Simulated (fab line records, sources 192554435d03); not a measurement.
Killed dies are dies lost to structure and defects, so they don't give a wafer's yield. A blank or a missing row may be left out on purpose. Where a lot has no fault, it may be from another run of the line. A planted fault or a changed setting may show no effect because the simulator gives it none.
Chamber matching || flow n5Finfet || rieSi-05 running N5_BEOL_M0_SAQP_MANDREL_ETCH_20: 4 sister chambers
The step etches a-Si in HBr/Cl2, stops on SiNx, target depth 60 nm, bt time 10 s, time 30 s. 16 wafers are shown with their chamber, then 8 later ones without.

## WAFERS PAIRED WITH THEIR CHAMBERS
{"wafer": "L074.1", "chamber": 1, "throttleValvePct (%)": 36.0, "drypumpMotorCurrentA (A)": 5.4, "oesProductAu (a.u.)": 0.773}
{"wafer": "L074.3", "chamber": 3, "throttleValvePct (%)": 35.0, "drypumpMotorCurrentA (A)": 5.8, "oesProductAu (a.u.)": 0.799}
{"wafer": "L074.5", "chamber": 1, "throttleValvePct (%)": 36.0, "drypumpMotorCurrentA (A)": 5.4, "oesProductAu (a.u.)": 0.783}
{"wafer": "L075.1", "chamber": 2, "throttleValvePct (%)": 35.6, "drypumpMotorCurrentA (A)": 5.6, "oesProductAu (a.u.)": 0.789}
{"wafer": "L075.4", "chamber": 0, "throttleValvePct (%)": 35.5, "drypumpMotorCurrentA (A)": 5.3, "oesProductAu (a.u.)": 0.765}
{"wafer": "L075.6", "chamber": 3, "throttleValvePct (%)": 35.0, "drypumpMotorCurrentA (A)": 5.8, "oesProductAu (a.u.)": 0.800}
{"wafer": "L078.1", "chamber": 3, "throttleValvePct (%)": 35.0, "drypumpMotorCurrentA (A)": 5.8, "oesProductAu (a.u.)": 0.791}
{"wafer": "L078.3", "chamber": 0, "throttleValvePct (%)": 35.5, "drypumpMotorCurrentA (A)": 5.2, "oesProductAu (a.u.)": 0.754}
{"wafer": "L078.6", "chamber": 2, "throttleValvePct (%)": 35.5, "drypumpMotorCurrentA (A)": 5.6, "oesProductAu (a.u.)": 0.804}
{"wafer": "L085.3", "chamber": 2, "throttleValvePct (%)": 35.6, "drypumpMotorCurrentA (A)": 5.6, "oesProductAu (a.u.)": 0.782}
{"wafer": "L085.5", "chamber": 1, "throttleValvePct (%)": 36.0, "drypumpMotorCurrentA (A)": 5.4, "oesProductAu (a.u.)": 0.795}
{"wafer": "L085.6", "chamber": 0, "throttleValvePct (%)": 35.5, "drypumpMotorCurrentA (A)": 5.2, "oesProductAu (a.u.)": 0.769}
{"wafer": "L086.1", "chamber": 0, "throttleValvePct (%)": 35.5, "drypumpMotorCurrentA (A)": 5.2, "oesProductAu (a.u.)": 0.745}
{"wafer": "L086.4", "chamber": 2, "throttleValvePct (%)": 35.6, "drypumpMotorCurrentA (A)": 5.6, "oesProductAu (a.u.)": 0.798}
{"wafer": "L086.5", "chamber": 3, "throttleValvePct (%)": 35.0, "drypumpMotorCurrentA (A)": 5.9, "oesProductAu (a.u.)": 0.795}
{"wafer": "L088.3", "chamber": 0, "throttleValvePct (%)": 35.5, "drypumpMotorCurrentA (A)": 5.2, "oesProductAu (a.u.)": 0.754}

SIGNATURES (averages over the wafers above)
{"reading": "throttleValvePct", "chamber 0": 35.500, "chamber 1": 36.000, "chamber 2": 35.575, "chamber 3": 35.000, "scatter within a chamber": 0.025}
{"reading": "drypumpMotorCurrentA", "chamber 0": 5.220, "chamber 1": 5.400, "chamber 2": 5.600, "chamber 3": 5.825, "scatter within a chamber": 0.0359}
{"reading": "oesProductAu", "chamber 0": 0.75740, "chamber 1": 0.78367, "chamber 2": 0.79325, "chamber 3": 0.79625, "scatter within a chamber": 0.00888}
Rule: a wafer's distance from a chamber is the root of the sum, over the readings, of the square of ((its reading less the chamber's mean) divided by the reading's scatter). The wafer belongs to the nearest chamber; if the next one is less than 2 further off, it can't be placed. How the scatter is found: for the shown wafers, subtract from each reading the mean of its chamber, square and add these, divide the total by (wafers less chambers), then take the root.

## WAFERS WHOSE CHAMBER IS MISSING
{"wafer": "L088.5", "throttleValvePct (%)": 35.5, "drypumpMotorCurrentA (A)": 5.6, "oesProductAu (a.u.)": 0.800}
{"wafer": "L088.6", "throttleValvePct (%)": 36.0, "drypumpMotorCurrentA (A)": 5.5, "oesProductAu (a.u.)": 0.789}
{"wafer": "L093.1", "throttleValvePct (%)": 35.5, "drypumpMotorCurrentA (A)": 5.2, "oesProductAu (a.u.)": 0.755}
{"wafer": "L093.3", "throttleValvePct (%)": 35.6, "drypumpMotorCurrentA (A)": 5.6, "oesProductAu (a.u.)": 0.802}
{"wafer": "L093.5", "throttleValvePct (%)": 35.0, "drypumpMotorCurrentA (A)": 5.8, "oesProductAu (a.u.)": 0.804}
{"wafer": "L096.3", "throttleValvePct (%)": 35.0, "drypumpMotorCurrentA (A)": 5.8, "oesProductAu (a.u.)": 0.782}
{"wafer": "L096.4", "throttleValvePct (%)": 35.5, "drypumpMotorCurrentA (A)": 5.2, "oesProductAu (a.u.)": 0.758}
{"wafer": "L096.5", "throttleValvePct (%)": 35.6, "drypumpMotorCurrentA (A)": 5.6, "oesProductAu (a.u.)": 0.779}

## EACH ONE'S CHAMBER
{"wafer": "L088.5", "from the rows above": 2, "in truth": 2}
{"wafer": "L088.6", "from the rows above": 1, "in truth": 1}
{"wafer": "L093.1", "from the rows above": 0, "in truth": 0}
{"wafer": "L093.3", "from the rows above": 2, "in truth": 2}
{"wafer": "L093.5", "from the rows above": 3, "in truth": 3}
{"wafer": "L096.3", "from the rows above": 3, "in truth": 3}
{"wafer": "L096.4", "from the rows above": 0, "in truth": 0}
{"wafer": "L096.5", "from the rows above": 2, "in truth": 2}
8 of 8 placed correctly. Left unplaced by these rows: 0. Wrongly placed: 0.
